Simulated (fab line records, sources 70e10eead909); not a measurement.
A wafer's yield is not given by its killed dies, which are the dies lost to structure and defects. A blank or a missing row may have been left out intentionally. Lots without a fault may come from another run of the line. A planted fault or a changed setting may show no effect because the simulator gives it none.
Chamber matching | flow nand-harc | 4 sister chambers for NHARC_A_WL_FILL_ALD_02 on ald-metal-02
The step deposits TiN, target thk 2 nm, pulse time 3 s, ald cycles 100. 18 wafers are shown with their chamber, then 9 later ones without.

WAFERS WITH THEIR CHAMBER
wafer  | chamber | heater-power-w (W) | precursor-pulse-height-rel
L077.1 | 0       | 1375               | 0.995
L077.2 | 2       | 1050               | 0.988
L077.5 | 1       | 1154               | 0.991
L080.1 | 2       | 1034               | 1.000
L080.3 | 1       | 1152               | 0.980
L080.5 | 2       | 1027               | 0.974
L081.1 | 3       | 975                | 0.996
L081.2 | 0       | 1410               | 0.976
L081.4 | 2       | 1013               | 0.981
L081.3 | 1       | 1128               | 0.980
L081.5 | 1       | 1150               | 1.008
L081.6 | 0       | 1394               | 0.996
L085.1 | 2       | 1043               | 1.001
L085.4 | 1       | 1123               | 1.020
L085.6 | 1       | 1137               | 1.003
L088.2 | 2       | 1037               | 1.021
L088.3 | 0       | 1416               | 0.996
L088.5 | 1       | 1129               | 0.971

SIGNATURES (averages over the wafers above)
reading                    | chamber 0 | chamber 1 | chamber 2 | chamber 3 | scatter within a chamber
heater-power-w             | 1398.75   | 1139.00   | 1034.00   | 975.00    | 14.2
precursor-pulse-height-rel | 0.99075   | 0.99329   | 0.99417   | 0.99600   | 0.016
Rule: a wafer's distance from a chamber is the root of the sum, over the readings, of the square of ((its reading less the chamber's mean) divided by the reading's scatter). If the next closest chamber is less than 2 further off than the closest, the wafer can't be placed; otherwise it belongs to the closest. The scatter: the root of (the sum of the squares of (reading less its chamber's mean) over the shown wafers, divided by (wafers less chambers)).

WAFERS WHOSE CHAMBER IS MISSING
wafer  | heater-power-w (W) | precursor-pulse-height-rel
L090.2 | 1412               | 0.985
L090.5 | 1003               | 0.989
L090.6 | 1027               | 0.993
L092.2 | 1381               | 1.008
L092.4 | 989                | 1.005
L092.5 | 1395               | 0.997
L097.1 | 1000               | 1.019
L097.3 | 997                | 1.005
L097.5 | 1050               | 1.041

WHICH CHAMBER EACH ONE RAN IN
wafer  | from the rows above     | in truth
L090.2 | 0                       | 0
L090.5 | can't be placed: 3 or 2 | 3
L090.6 | 2                       | 2
L092.2 | 0                       | 0
L092.4 | 3                       | 3
L092.5 | 0                       | 0
L097.1 | can't be placed: 3 or 2 | 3
L097.3 | can't be placed: 3 or 2 | 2
L097.5 | 2                       | 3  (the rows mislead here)
Placed correctly: 5 of 9. Can't be placed from these rows: 3 (the true chamber is among the candidates in 3). 1 placed wrongly.
